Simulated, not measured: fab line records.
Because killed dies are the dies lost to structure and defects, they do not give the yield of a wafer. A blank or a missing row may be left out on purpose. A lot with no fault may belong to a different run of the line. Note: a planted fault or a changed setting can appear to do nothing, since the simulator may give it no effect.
Lot-split experiment + flow n5Finfet + 21 wafers read from 7 lots, route of 1938 steps

== THE SPLIT ITSELF ==
At N5_PASSIVATION_SPUTTER_20 (material TaN, target thk 50 nm), the setting targetThkA was moved away from the recipe's 500 angstrom on 3 of the 21 wafers read, by -9.1% to +9.6%. All remaining wafers had this setting at the recipe value.

The reading comes from the split's own step.

== THE READING ==
TaN_of_PASSIVATION_SPUTTER_20.thkNm (the simulator's own value, which no gauge read), in nm, at N5_PASSIVATION_SPUTTER_20 (material TaN, target thk 50 nm). There is no usual value for it anywhere in the file. Here, 18 wafers ran the recipe; their average is 49.9 nm with a standard deviation of 0.67 nm.

| wafer  | tool, chamber at the split | targetThkA as run, angstrom | against the recipe | TaN_of_PASSIVATION_SPUTTER_20.thkNm, nm | against lot-mates on the recipe |
|--------|----------------------------|-----------------------------|--------------------|-----------------------------------------|---------------------------------|
| L075.1 | pvdSputter-02, -           | 500                         | recipe             | 50.6                                    | -                               |
| L075.2 | pvdSputter-02, -           | 500                         | recipe             | 51.4                                    | -                               |
| L075.3 | pvdSputter-02, -           | 500                         | recipe             | 50.8                                    | -                               |
| L081.1 | pvdSputter-01, -           | 500                         | recipe             | 49.4                                    | -                               |
| L081.2 | pvdSputter-01, -           | 527.3                       | +5.5%              | 52.4                                    | +2.8                            |
| L081.5 | pvdSputter-01, -           | 500                         | recipe             | 49.8                                    | -                               |
| L082.1 | pvdSputter-03, -           | 500                         | recipe             | 50                                      | -                               |
| L082.2 | pvdSputter-03, -           | 500                         | recipe             | 49.8                                    | -                               |
| L082.5 | pvdSputter-03, -           | 500                         | recipe             | 49                                      | -                               |
| L084.3 | pvdSputter-01, -           | 500                         | recipe             | 49.4                                    | -                               |
| L084.5 | pvdSputter-01, -           | 454.3                       | -9.1%              | 44.8                                    | -4.4                            |
| L084.6 | pvdSputter-01, -           | 500                         | recipe             | 49                                      | -                               |
| L094.3 | pvdSputter-02, -           | 500                         | recipe             | 49.8                                    | -                               |
| L094.5 | pvdSputter-02, -           | 500                         | recipe             | 49.8                                    | -                               |
| L094.4 | pvdSputter-02, -           | 500                         | recipe             | 50                                      | -                               |
| L096.2 | pvdSputter-03, -           | 500                         | recipe             | 50.2                                    | -                               |
| L096.3 | pvdSputter-03, -           | 500                         | recipe             | 49.6                                    | -                               |
| L096.4 | pvdSputter-03, -           | 500                         | recipe             | 48.8                                    | -                               |
| L097.3 | pvdSputter-03, -           | 500                         | recipe             | 50.8                                    | -                               |
| L097.5 | pvdSputter-03, -           | 500                         | recipe             | 50.2                                    | -                               |
| L097.6 | pvdSputter-03, -           | 547.8                       | +9.6%              | 55.6                                    | +5.1                            |

FIT RESULTS
A straight line over all 21 wafers: TaN_of_PASSIVATION_SPUTTER_20.thkNm changes by +0.56 nm for each +1% of targetThkA; r = +0.94; the points scatter about the line by 0.67 nm.
The same after taking each lot's own level away (the mean of its wafers on the recipe; 21 wafers): +0.509 nm for each +1%; r = +0.98; scatter 0.35 nm.
Per that fit: largest targetThkA move, reading shift of 4.9 nm.
The lots' own levels span 49.20 to 50.93 nm, that is 2.6 times the standard deviation above.
So the lot-to-lot level changes the slope: the two fits differ.
Check: +4.69 nm against its lot-mates is what the line predicts for one of the wafers moved furthest among these (+9.6%) when that wafer is left out of the fit. It came out at +5.1 nm against them.

== THE OTHER SPLITS THESE WAFERS WENT THROUGH ==
These wafers also went through other splits before the reading. Each is held against what the fit with the lots' levels taken away leaves over:
| other split on the same wafers | wafers away from the commonest value | r with TaN_of_PASSIVATION_SPUTTER_20.thkNm (lot level and that fit taken away) |
|--------------------------------|--------------------------------------|--------------------------------------------------------------------------------|
| N5_PASSIVATION_ETCH_15 biasW   | 8                                    | +0.05                                                                          |

== THE FILE'S OWN FIT ==
TaN_of_PASSIVATION_SPUTTER_20.thkNm changes by +0.509 nm for each +1% of targetThkA, r = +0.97.
